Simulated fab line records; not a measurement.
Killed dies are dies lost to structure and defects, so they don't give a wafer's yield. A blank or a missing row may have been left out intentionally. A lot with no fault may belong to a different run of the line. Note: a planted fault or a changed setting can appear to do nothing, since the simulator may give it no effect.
fab line records -- flow n5Finfet
record lots=4, wafers=12, lastDay=17
route steps=1938 shown MOL_CONTACT_COAG@629 BEOL_M0_SAQP@632 BEOL_M4@1111
lots with no fault: from the same line, run without faults
startH: hours from the record's opening day to when the first of the lot's shown wafers began -- waitH: time in hours since the lot's previous step -- " unchanged from the row above -- L1.1+2: several wafers, shown together as one row -- - no value, or no start given -- * or withheld: withheld -- < > ~ a bound
route shown NAME@n: a module of which the file shows steps, and the number in the route of the first -- usual: average and standard deviation across the fault-free wafers -- same: alike in all rows -- chamber/n: place in a boat -- sites: readings site by site -- _std_site: their standard deviation -- _edge_site: inner sites' mean taken away from outer sites' mean -- radiusMm: how far each site lies from the wafer's centre -- mask NAME#n: copy n -- behind: the most recent tool/chamber to have shaped the wafer -- hold: reason for holding the lot/hours on hold/outcome of the hold -- device: the transistor (n, p or np) that didn't switch -- end of line: the route-end tests of the same wafers -- a step given without rows: its recipe and nothing more -- killed: not the wafer's yield, but the dies lost to structure and defects at the first sort -- map: a wafer's dies, x killed, . not, _ none there
set.NAME: the setting the step ran with; set.NAME@STEP: the setting that earlier step ran with -- model.NAME: the simulator's own value behind a step, which no gauge read
certain route steps with their lots: each step a table, each wafer a row
services: the hour from which a tool's chamber was out of use, counted from the record's first day as startH (under 0 if before that day), plus the number of hours and why
## steps
# step N5_MOL_CONTACT_COAG_ANNEAL_112
# recipe tempC=400, timeS=1800, ambient=HPD2, pressureAtm=10
# step N5_BEOL_M0_SAQP_PECVD_00
# recipe material=SiCN, targetThkA=80, tempC=withheld, precursor=3MS/NH3, pressureTorr=3, rfW=202, timeS=14
# step N5_BEOL_M0_SAQP_ILD_DEP_01
# recipe material=SiOC, targetThkA=454.19, tempC=350, precursor=DEMS/O2, pressureTorr=5, rfW=500, timeS=8.7
# step N5_BEOL_M0_SAQP_HM_DEP_02
# recipe material=TiN, targetThkA=120, tempC=25, chamberPressurePa=0.49996
# step N5_BEOL_M0_SAQP_PECVD_03
# recipe material=SiCN, targetThkA=120, tempC=withheld, precursor=3MS/NH3, pressureTorr=3, rfW=202, timeS=21.1
# step N5_BEOL_M0_SAQP_PECVD_96
# recipe material=a-Si, targetThkA=450, tempC=350, precursor=SiH4/He, pressureTorr=3, rfW=100, timeS=45.2
# step N5_BEOL_M0_SAQP_PECVD_97
# recipe material=SiNx, targetThkA=230, tempC=350, precursor=SiH4/NH3/N2, pressureTorr=1.5, rfW=300, timeS=19.9
# step N5_BEOL_M0_SAQP_PECVD_04
# recipe material=a-Si, targetThkA=600, tempC=350, precursor=SiH4/He, pressureTorr=3, rfW=100, timeS=60.2
# step N5_BEOL_M0_SAQP_HM_DEP_111
# recipe material=SiO2, targetThkA=120, tempC=400, precursor=SiH4/N2O, pressureTorr=0.75, rfW=275, timeS=7.2
# step N5_BEOL_M0_SAQP_COAT_81
# recipe resist=SOC, tempC=250, timeS=60, spinRpm=1500, resistThkNm=100
# usual exhaustPa=45.3/0.85, spinSpeedRpm=1500.1/0.92
lot.wafer,tool,chamber,startH,waitH,exhaustPa,spinSpeedRpm,model.SOC_of_BEOL_M0_SAQP_COAT_81.thkNm
L551.1,lithoTrack-05,0,121.81,0.1,44.4,1500.4,100.8
L551.2,lithoTrack-05,0,121.81,0.1,45.0,1499.3,100.4
L551.3,lithoTrack-05,0,121.81,0.1,44.7,1499.8,100.2
L561.2,lithoTrack-05,0,178.88,0.1,45.4,1580.7,97.6
L561.5,lithoTrack-05,0,178.88,0.1,44.2,1580.9,97.2
L561.6,lithoTrack-05,0,178.88,0.1,44.8,1579.5,97.6
L563.4,lithoTrack-05,0,191.76,0.0,45.5,1580.2,98
L563.5,lithoTrack-05,0,191.76,0.0,46.4,1578.3,98
L563.6,lithoTrack-05,0,191.76,0.0,45.8,1579.6,98
L571.2,lithoTrack-04,0,243.86,0.1,45.8,1500.7,100
L571.4,lithoTrack-04,0,243.86,0.1,45.3,1499.8,99.8
L571.6,lithoTrack-04,0,243.86,0.1,47.0,1499.3,100.2
# step N5_BEOL_M0_SAQP_COAT_82
# recipe resist=SiARC, tempC=220, timeS=60, spinRpm=1500, resistThkNm=30
# step N5_BEOL_M0_SAQP_COAT_08
# recipe resist=CAR-ArF, spinRpm=1500, resistThkNm=90
# step N5_BEOL_M0_SAQP_EBR_10
# recipe solvent=PGMEA, ebrWidthMm=1.5
# step N5_BEOL_M0_SAQP_SOFTBAKE_09
# recipe tempC=110, timeS=60, resist=CAR-ArF
# step N5_BEOL_M0_SAQP_EXPOSE_11
# recipe maskId=M0_CORE, na=1.35, sourceShape=dipole, sigmaInner=0.538, sigmaOuter=0.738, polarization=te, targetCdNm=42, doseMj=55
# step N5_BEOL_M0_SAQP_PEB_12
# recipe pebTempC=withheld, pebTimeS=60, resist=CAR-ArF
# step N5_BEOL_M0_SAQP_DEVELOP_13
# recipe developTimeS=30, developer=TMAH, resist=CAR-ArF, devTempC=23, rinseLiquid=diw, dry=airSpin
# step N5_BEOL_M0_SAQP_DESCUM_19
# recipe chemistry=O2, timeS=7.9, sourcePowerW=50, biasPowerW=20, pressureMtorr=20, rfFrequencyHz=2.712e+07, tempC=40, resist=CAR-ArF, o2FlowSccm=225
# step N5_BEOL_M0_SAQP_ETCH_83
# recipe chemistry=CF4, target=SiARC, targetDepthA=390, maskMaterial=CAR-ArF, timeS=65, ionEnergyEv=80, pressureMtorr=40, sourceW=545, biasW=36, Ar_flow_sccm=100, cf4FlowSccm=100, ends=cleared
# step N5_BEOL_M0_SAQP_ETCH_84
# recipe chemistry=N2/H2, target=SOC, targetDepthA=1000, overetchA=200, maskMaterial=SiARC, tempC=40, timeS=150, ionEnergyEv=200, pressureMtorr=30, sourceW=840, biasW=150, n2FlowSccm=200, h2FlowSccm=200
# usual drypumpMotorCurrentA=5.5/0.44, oesProductAu=0.69/0.065, rfFwdPowerW=836.4/2.8, rfVppV=524.2/2.4, showerheadPlenumPTorr=2.56/0.082, throttleValvePct=17.86/0.25
lot.wafer,tool,chamber,startH,waitH,drypumpMotorCurrentA,oesProductAu,rfFwdPowerW,rfHoursCounterH,rfVppV,showerheadPlenumPTorr,throttleValvePct,model.etch.depthNm
L551.1,rieDiel-05,0,122.23,0.0,5.3,0.70,835.7,141,524.6,2.55,17.48,100.7
L551.2,rieDiel-05,3,122.23,0.0,5.4,0.68,833.7,154,527.0,2.65,17.70,100.5
L551.3,rieDiel-05,2,122.23,0.0,6.0,0.63,832.7,219,523.4,2.51,18.20,100.1
L561.2,rieDiel-03,1,179.43,0.0,5.2,0.64,835.6,202,526.7,2.63,17.83,97.53
L561.5,rieDiel-03,3,179.43,0.0,5.1,0.74,840.6,-,523.5,2.56,17.63,97.22
L561.6,rieDiel-03,0,179.43,0.0,5.4,0.63,836.5,-,525.9,2.64,17.88,97.59
L563.4,rieDiel-05,0,192.53,0.0,5.3,0.67,834.7,-,521.8,2.54,17.51,98.06
L563.5,rieDiel-05,3,192.53,0.0,5.4,0.66,837.0,-,526.8,2.64,17.73,97.9
L563.6,rieDiel-05,2,192.53,0.0,6.0,0.61,834.8,-,520.7,2.50,18.24,97.91
L571.2,rieDiel-03,3,244.72,0.0,5.1,0.73,835.5,105,525.5,2.56,17.66,100
L571.4,rieDiel-03,0,244.72,0.0,5.3,0.62,839.7,214,525.2,2.63,17.95,99.88
L571.6,rieDiel-03,0,244.72,0.0,5.3,0.62,839.6,-,526.9,2.63,17.94,100.2
# step N5_BEOL_M0_SAQP_STRIP_80
# recipe chemistry=N2/H2, tempC=40, n2FlowSccm=200, h2FlowSccm=200, rfFrequencyHz=6e+07
# step N5_BEOL_M0_SAQP_HM_OPEN_112
# recipe chemistry=CHF3/O2, target=SiO2, stopOn=a-Si, targetDepthA=120, overEtchFrac=1.25, maskMaterial=SOC, timeS=13.5, pressureMtorr=30, sourceW=650, biasW=170, Ar_flow_sccm=200, CHF3_flow_sccm=50, O2_flow_sccm=5, ionEnergyEv=200, ends=endPoint
# step N5_BEOL_M0_SAQP_STRIP_113
# recipe chemistry=CHF3/O2, resist=SiARC, rfFrequencyHz=6e+07
# step N5_BEOL_M0_SAQP_MANDREL_ETCH_20
# recipe targetDepthA=600, chemistry=HBr/Cl2, target=a-Si, stopOn=SiNx, btTimeS=10, maskMaterial=SOC, overEtchFrac=0.5, timeS=30, pressureMtorr=10, icpW=800, biasW=75, HBr_flow_sccm=150, Cl2_flow_sccm=80, ends=endPoint
# usual drypumpMotorCurrentA=5.4/0.48, mfcCl2Sccm=79.96/0.26, oesProductAu=0.771/0.013, rfFwdPowerW=795.1/2.8, throttleValvePct=35.33/0.17
lot.wafer,tool,chamber,startH,waitH,drypumpMotorCurrentA,mfcCl2Sccm,oesProductAu,rfFwdPowerW,rfHoursCounterH,throttleValvePct,model.SOC_of_BEOL_M0_SAQP_COAT_81.thkNm
L551.1,rieSi-05,2,122.43,0.0,6.0,80.28,0.781,800.8,122,35.65,76.8
L551.2,rieSi-05,0,122.43,0.0,5.1,79.83,0.768,793.1,163,35.59,76.2
L551.3,rieSi-05,1,122.43,0.0,5.1,80.03,0.761,794.7,178,35.39,76.2
L561.2,rieSi-06,1,179.62,0.0,5.2,79.78,0.754,793.9,76,35.55,73.4
L561.5,rieSi-06,2,179.62,0.0,5.8,80.40,0.787,796.2,-,35.27,72.8
L561.6,rieSi-06,1,179.62,0.0,5.2,80.21,0.749,792.9,-,35.53,73.2
L563.4,rieSi-02,0,192.67,0.0,4.8,80.06,0.777,796.1,3,35.27,74.2
L563.5,rieSi-02,2,192.67,0.0,6.5,79.49,0.782,796.8,-,35.12,74
L563.6,rieSi-02,1,192.67,0.0,5.8,79.94,0.779,794.9,-,35.39,74
L571.2,rieSi-05,2,244.91,0.0,6.0,80.09,0.780,797.0,124,35.65,76.4
L571.4,rieSi-05,0,244.91,0.0,5.0,79.81,0.787,790.0,165,35.58,75.4
L571.6,rieSi-05,3,244.91,0.0,5.5,79.78,0.780,796.4,-,35.14,76.2
# step N5_BEOL_M0_SAQP_STRIP_86
# recipe chemistry=N2/H2, powerW=500, tempC=40, pressureMtorr=50, rfFrequencyHz=6e+07, overashFraction=0.3, biasPowerW=28, h2Frac=0.5, n2FlowSccm=300, h2FlowSccm=300
# step N5_BEOL_M4_RC_MEAS_101
# usual DIBL_N=36.4/1.5, DIBL_P=36.4/1.6, IOFF_N=0.164/0.025, IOFF_P=0.214/0.028, ION_N=675/9.9, ION_P=463/6.5, SS_N=71.5/0.5, SS_P=73.3/0.56, VT_N=249.2/2.7, VT_P=-250.1/2.8
lot.wafer,tool,chamber,startH,waitH,DIBL_N[mV/V],DIBL_P[mV/V],IOFF_N[nA/um],IOFF_P[nA/um],ION_N[uA/um],ION_P[uA/um],SS_N[mV/dec],SS_P[mV/dec],VT_N[mV],VT_P[mV]
L551.1,prober-02,0,179.97,0.0,35.0,35.7,0.154,0.199,675,463,71.0,73.1,251.4,-251.7
L551.2,prober-02,0,179.97,0.0,35.9,37.1,0.160,0.214,688,469,72.0,73.8,248.7,-252.6
L551.3,prober-02,0,179.97,0.0,37.1,38.7,0.195,0.251,693,474,72.9,73.8,248.7,-251.0
L561.2,prober-01,0,241.35,0.2,36.5,38.1,0.174,0.213,668,457,72.0,73.8,248.1,-252.8
L561.5,prober-01,0,241.35,0.2,35.0,35.5,0.137,0.177,668,457,71.3,72.7,248.8,-254.0
L561.6,prober-01,0,241.35,0.2,34.6,35.4,0.134,0.181,664,459,71.7,73.1,254.2,-251.2
L563.4,prober-01,0,243.79,0.5,36.9,38.0,0.184,0.230,669,464,72.2,73.2,248.4,-245.9
L563.5,prober-01,0,243.79,0.5,37.1,39.4,0.187,0.242,674,466,72.0,73.8,249.5,-247.6
L563.6,prober-01,0,243.79,0.5,37.3,39.1,0.190,0.245,682,467,71.6,73.5,248.4,-248.2
L571.2,prober-02,0,304.17,0.8,37.1,37.6,0.163,0.228,663,461,71.3,73.1,248.3,-248.4
L571.4,prober-02,0,304.17,0.8,37.7,39.5,0.195,0.269,686,470,71.9,74.1,247.5,-247.2
L571.6,prober-02,0,304.17,0.8,34.9,35.4,0.131,0.190,678,465,71.3,72.3,251.5,-250.0
## services
tool,chamber,startH,hours,kind
rieSi-05,3,102.40,6.3,repair
rieSi-06,-,131.77,0.3,repair
rieDiel-03,2,161.17,-,clean
rieDiel-03,2,161.17,-,consumableReplace:focusRing
rieDiel-03,2,161.17,17.2,scheduledDown
rieDiel-03,2,161.17,17.2,ventCycle
rieDiel-05,1,189.36,-,clean
rieDiel-05,1,189.36,-,consumableReplace:focusRing
rieDiel-05,1,189.36,-,consumableReplace:showerhead
rieDiel-05,1,189.36,17.0,scheduledDown
rieDiel-05,1,189.36,17.0,ventCycle
rieDiel-03,2,208.36,12.5,repair
rieSi-02,-,208.37,14.6,pm
rieSi-06,2,210.93,-,clean
rieSi-06,2,210.93,19.9,scheduledDown
rieSi-06,2,210.93,19.9,ventCycle
rieDiel-03,3,217.87,22.0,repair
rieDiel-05,2,219.60,-,clean
rieDiel-05,2,219.60,-,consumableReplace:focusRing
rieDiel-05,2,219.60,16.4,scheduledDown
rieDiel-05,2,219.60,16.4,ventCycle
rieDiel-05,3,240.96,8.6,repair
## key
firstSign step=N5_BEOL_M0_SAQP_COAT_81, reading=spinSpeedRpm, direction=up, sigmas=86, usual=*, struck=*
effect none on later readings
modelEffect step=N5_BEOL_M0_SAQP_COAT_81, value=SOC_of_BEOL_M0_SAQP_COAT_81.thkNm, without=100.2, struck=97.73
modelEffect step=N5_BEOL_M0_SAQP_ETCH_84, value=etch.depthNm, without=100.2, struck=97.7
modelEffect step=N5_BEOL_M0_SAQP_MANDREL_ETCH_20, value=SOC_of_BEOL_M0_SAQP_COAT_81.thkNm, without=76.17, struck=73.6
metAt N5_BEOL_M0_SAQP_COAT_81
struckWafers L561.2,L561.5,L561.6,L563.4,L563.5,L563.6
onsetBetween 121.81 178.88
fault kind=processParameterDrift, tool=lithoTrack-05, chamber=-, onsetH=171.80, steps=N5_BEOL_M0_SAQP_COAT_81, channel=spinRpm, offset=*, shape=step, endH=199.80, actsIn=*, stated=*
